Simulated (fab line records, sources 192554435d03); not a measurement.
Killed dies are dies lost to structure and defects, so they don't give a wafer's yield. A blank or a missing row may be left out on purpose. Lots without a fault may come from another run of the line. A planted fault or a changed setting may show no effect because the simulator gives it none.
A struck lot beside a sound one | flow n5_finfet | 28 steps out of a route of 1938
Sound: wafers L962.1, L962.2, L962.3. Struck: wafers L954.2, L954.5, L954.6. The cause comes at the end.
At each step with rows: each side's tool, then ch and its chambers, then its first start. Under that, the readings that differ: sound wafers | struck wafers | difference of the means | sigmas: that difference in standard deviations of wafers without a fault.
alike: readings whose means differ by less than 2 such deviations, and words and numbers that are the same on both sides. not compared: withheld readings, readings that some wafer has no value for, bounds like >300 that may hide the same value, and numbers for which the record gives no deviation and whose values overlap.
The two part at a step that has a row with sigmas, a row that says differs or no value, or rows on one side only. Numbers that don't overlap but have no deviation are shown without sigmas and don't part them. A reading that every wafer of one side lacks parts them only if that side has two wafers or more.

first, 9 steps without rows for these wafers: N5_BEOL_M0_SAQP_COAT_34 (resist thk 30 nm); N5_BEOL_M0_SAQP_EBR_36; N5_BEOL_M0_SAQP_SOFTBAKE_35 (time 60 s); N5_BEOL_M0_SAQP_EXPOSE_37 (exposes mask M0 CUT1, target cd 30 nm); N5_BEOL_M0_SAQP_PEB_38 (peb time 60 s); N5_BEOL_M0_SAQP_DEVELOP_39 (develop time 30 s); N5_BEOL_M0_SAQP_DESCUM_45 (chemistry O2, time 7 s); N5_BEOL_M0_SAQP_ETCH_88 (etches underlayer in N2/H2, target depth 6.5 nm, time 5.2 s); N5_BEOL_M0_SAQP_ETCH_73 (etches SiARC in CF4, target depth 19.5 nm, time 32.5 s).
N5_BEOL_M0_SAQP_CUT_ETCH_46: etches SOC in N2/H2, target depth 135 nm, overetch 27 nm, time 202.5 s.
  sound on rie_diel-02 ch 1,2,3, day 11 20:35; struck on rie_diel-02 ch 0,2,3, day 9 04:11
  reading                                         | sound        | struck       | difference | sigmas
  model.SiARC_of_BEOL_M0_SAQP_COAT_72.thk_nm (nm) | 4.8 4.8 5    | 0 0 0        | -5         |
  model.BEOL_M0_SAQP.cd_nm (nm)                   | 30 29.8 29.6 | 34 35 34.4   | +5         |
  model.SOC_of_BEOL_M0_SAQP_COAT_69.thk_nm (nm)   | 90.2 90 90   | 88 86.2 88.6 | -2         |
  alike: bias_w, drypump_motor_current_A, rf_vpp_V, showerhead_plenum_p_Torr, temp_c, throttle_valve_pct
  not compared: rf_hours_counter_h
then, 3 steps without rows for these wafers: N5_BEOL_M0_SAQP_STRIP_74 (strips in N2/H2); N5_BEOL_M0_SAQP_STRIP_89 (strips in N2/H2); N5_BEOL_M0_SAQP_ALD_48 (deposits SiO2, target thk 20 nm, pulse time 1 s, co reactant pulse time 1 s).
N5_BEOL_M0_SAQP_ETCH_49: etches SiO2 in CF4/O2, target depth 37 nm.
  sound on rie_diel-02 ch 1,2,3, day 11 21:29; struck on rie_diel-04 ch 1,2,3, day 9 05:04
  reading                                       | sound          | struck         | difference | sigmas
  model.BEOL_M0_SAQP.cd_nm (nm)                 | 30 29.8 29.8   | 34.2 35.2 34.4 | +4.7       |
  model.SOC_of_BEOL_M0_SAQP_COAT_69.thk_nm (nm) | 71.2 70.2 70.8 | 68.6 66.4 68.8 | -2.8       |
  alike: bias_w, drypump_motor_current_A, oes_o_777_au, oes_product_au, rf_vpp_V, showerhead_plenum_p_Torr, throttle_valve_pct
  not compared: rf_hours_counter_h
then, 10 steps without rows for these wafers: N5_BEOL_M0_SAQP_STRIP_75 (strips in CF4); N5_BEOL_M0_CUTY_COAT_50 (time 60 s, resist thk 15 nm); N5_BEOL_M0_CUTY_COAT_51 (resist thk 150 nm); N5_BEOL_M0_CUTY_EBR_52; N5_BEOL_M0_CUTY_SOFTBAKE_53 (time 60 s); N5_BEOL_M0_CUTY_EXPOSE_54 (exposes mask M0 ABLK); N5_BEOL_M0_CUTY_PEB_55 (peb time 60 s); N5_BEOL_M0_CUTY_DEVELOP_56 (develop time 30 s); N5_BEOL_M0_CUTY_DESCUM_61 (chemistry O2, time 7.9 s); N5_BEOL_M0_CUTY_ETCH_62 (etches SiARC in CF4, time 58.5 s).
N5_BEOL_M0_CUTY_ETCH_63: etches SOC in N2/H2, target depth 82.7 nm, overetch 16.5 nm, time 124 s.
  sound on rie_diel-05 ch 0,1,2, day 11 22:08; struck on rie_diel-06 ch 1,2, day 9 05:44
  reading                  | sound             | struck            | difference | sigmas
  model.etch.depth_nm (nm) | 71.13 70.22 70.79 | 68.52 66.41 68.75 | -2.82      |
  alike: bias_w, drypump_motor_current_A, oes_product_au, rf_vpp_V, showerhead_plenum_p_Torr, temp_c, throttle_valve_pct
  not compared: rf_hours_counter_h
then, 1 step without rows for these wafers: N5_BEOL_M0_CUTY_STRIP_64 (strips in N2/H2).
-- the record jumps here: 3 days lie between the struck wafers' starts before and after (it left off in module BEOL_M0_CUTY and takes up again in module BEOL_M4, whose first step shown is number 1111 of the route) --
N5_BEOL_M4_RC_MEAS_101:
  sound on prober-02 ch 0, day 14 08:51; struck on prober-02 ch 0, day 11 20:29
  alike: DIBL_N, DIBL_P, IOFF_N, IOFF_P, ION_N, ION_P, SS_N, SS_P, VT_N, VT_P
N5_PASSIVATION_PROBE_49:
  the record has rows for the sound wafers here (prober-01, day 18 14:30) and none for the struck ones

WHERE THEY PART
Only at N5_PASSIVATION_PROBE_49, within this record.

WHY: what the simulator had put in
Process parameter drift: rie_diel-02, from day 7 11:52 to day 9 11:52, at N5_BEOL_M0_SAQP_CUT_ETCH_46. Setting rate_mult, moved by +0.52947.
